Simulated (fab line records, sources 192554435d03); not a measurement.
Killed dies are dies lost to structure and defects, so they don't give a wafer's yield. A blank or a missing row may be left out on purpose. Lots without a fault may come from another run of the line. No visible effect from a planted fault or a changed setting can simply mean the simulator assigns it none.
Split-lot study | flow n5_finfet | 21 wafers read across 7 lots, on a route 1938 steps long

ABOUT THE SPLIT
At N5_BEOL_M7_EXPOSE_25 (exposes mask V6, target cd 40 nm), the setting dose_mj was moved away from the recipe's 42.5 on 5 of the 21 wafers read, by -2.1% to +6.5%. This setting was run at the recipe's value on the other wafers.

FROM THE SPLIT TO THE READING: what the file shows between them, 5 steps
- N5_BEOL_M7_PEB_26: peb time 60 s
- N5_BEOL_M7_DEVELOP_27: develop time 30 s
- N5_BEOL_M7_DESCUM_33: chemistry O2, time 7 s
- N5_BEOL_M7_ETCH_72: etches underlayer in N2/H2, target depth 6.5 nm, time 5.2 s
- N5_BEOL_M7_ETCH_65: etches SiARC in CF4, target depth 15.6 nm, time 26 s

THE READING
BEOL_M7.cd_nm (the simulator's own value, which no gauge read), in nm, at N5_BEOL_M7_ETCH_66 (etches SOC in N2/H2, target depth 80 nm, overetch 16 nm, time 120 s). The file does not state a usual value for it. Across the 16 wafers here that went through the recipe, the average is 40.1 nm and the standard deviation 0.2 nm.

wafer  | tool, chamber at the split | dose_mj as run | against the recipe | BEOL_M7.cd_nm, nm | against lot-mates on the recipe
L075.1 | euv_scanner-01, 0          | 42.5           | recipe             | 40                | -
L075.6 | euv_scanner-01, 0          | 42.5           | recipe             | 40                | -
L075.3 | euv_scanner-01, 0          | 42.5           | recipe             | 39.6              | -
L080.1 | euv_scanner-02, 0          | 43.9           | +3.3%              | 41.2              | +1.1
L080.2 | euv_scanner-02, 0          | 42.5           | recipe             | 40.2              | -
L080.4 | euv_scanner-02, 0          | 42.5           | recipe             | 40                | -
L082.2 | euv_scanner-01, 0          | 45.28          | +6.5%              | 41.2              | +1.2
L082.4 | euv_scanner-01, 0          | 45.28          | +6.5%              | 41.4              | +1.4
L082.6 | euv_scanner-01, 0          | 42.5           | recipe             | 40                | -
L091.2 | euv_scanner-02, 0          | 42.5           | recipe             | 40.2              | -
L091.3 | euv_scanner-02, 0          | 42.5           | recipe             | 40.2              | -
L091.4 | euv_scanner-02, 0          | 42.5           | recipe             | 40.4              | -
L097.1 | euv_scanner-01, 0          | 41.61          | -2.1%              | 39.6              | -0.6
L097.2 | euv_scanner-01, 0          | 41.61          | -2.1%              | 39.6              | -0.6
L097.3 | euv_scanner-01, 0          | 42.5           | recipe             | 40.2              | -
L096.1 | euv_scanner-01, 0          | 42.5           | recipe             | 40.2              | -
L096.5 | euv_scanner-01, 0          | 42.5           | recipe             | 40.2              | -
L096.4 | euv_scanner-01, 0          | 42.5           | recipe             | 40.4              | -
L095.2 | euv_scanner-02, 0          | 42.5           | recipe             | 40                | -
L095.3 | euv_scanner-02, 0          | 42.5           | recipe             | 40                | -
L095.4 | euv_scanner-02, 0          | 42.5           | recipe             | 39.8              | -

FIT RESULTS
A straight line over all 21 wafers: BEOL_M7.cd_nm changes by +0.205 nm for each +1% of dose_mj; r = +0.91; the points scatter about the line by 0.22 nm.
The same after taking each lot's own level away (the mean of its wafers on the recipe; 21 wafers): +0.221 nm for each +1%; r = +0.96; scatter 0.15 nm.
The reading moves by 1.4 nm for the largest change in dose_mj, on that fit.
The lots' own levels span 39.87 to 40.27 nm, that is 2.0 times the standard deviation above.
Consequently the slope shifts little with the lot-to-lot level, the two slopes agreeing.
Check: +1.6 nm against its lot-mates is what the line predicts for one of the wafers moved furthest among these (+6.5%) when that wafer is left out of the fit. It came out at +1.2 nm against them.

THE OTHER SPLITS THESE WAFERS WENT THROUGH
Before the reading, these wafers also passed through other splits. Each is held against what the fit with the lots' levels taken away leaves over:
other split on the same wafers    | wafers away from the commonest value | r with BEOL_M7.cd_nm (lot level and that fit taken away)
N5_BEOL_M2_TRENCH_ETCH_37 bias_w  | 5                                    | +0.07
N5_BEOL_M4_DESCUM_16 time_s       | 8                                    | -0.32
N5_BEOL_M4_COAT_76 spin_rpm       | 3                                    | +0.16
N5_BEOL_M4_TRENCH_ETCH_37 bias_w  | 7                                    | -0.18
N5_BEOL_M5_HM_DEP_02 target_thk_a | 6                                    | -0.21
N5_BEOL_M5_COAT_59 temp_c         | 7                                    | -0.34
N5_BEOL_M6_ETCH_62 bias_w         | 9                                    | -0.21

THE WHOLE CHAIN: every reading that the file lists as answering this split, in the file's order
step                 | what it does                                                        | reading                                                        | change (the file's fit)               | r (the file's)
N5_BEOL_M7_DESCUM_33 | chemistry O2, time 7 s                                              | BEOL_M7.cd_nm (the simulator's own value, which no gauge read) | +0.238 nm for each +1% of the setting | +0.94
N5_BEOL_M7_ETCH_72   | etches underlayer in N2/H2, target depth 6.5 nm, time 5.2 s         | BEOL_M7.cd_nm (the simulator's own value, which no gauge read) | +0.203 nm for each +1% of the setting | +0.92
N5_BEOL_M7_ETCH_65   | etches SiARC in CF4, target depth 15.6 nm, time 26 s                | BEOL_M7.cd_nm (the simulator's own value, which no gauge read) | +0.248 nm for each +1% of the setting | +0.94
N5_BEOL_M7_ETCH_66   | etches SOC in N2/H2, target depth 80 nm, overetch 16 nm, time 120 s | BEOL_M7.cd_nm (the simulator's own value, which no gauge read) | +0.231 nm for each +1% of the setting | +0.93

FILE'S OWN FIT
BEOL_M7.cd_nm changes by +0.231 nm for each +1% of dose_mj, r = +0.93.
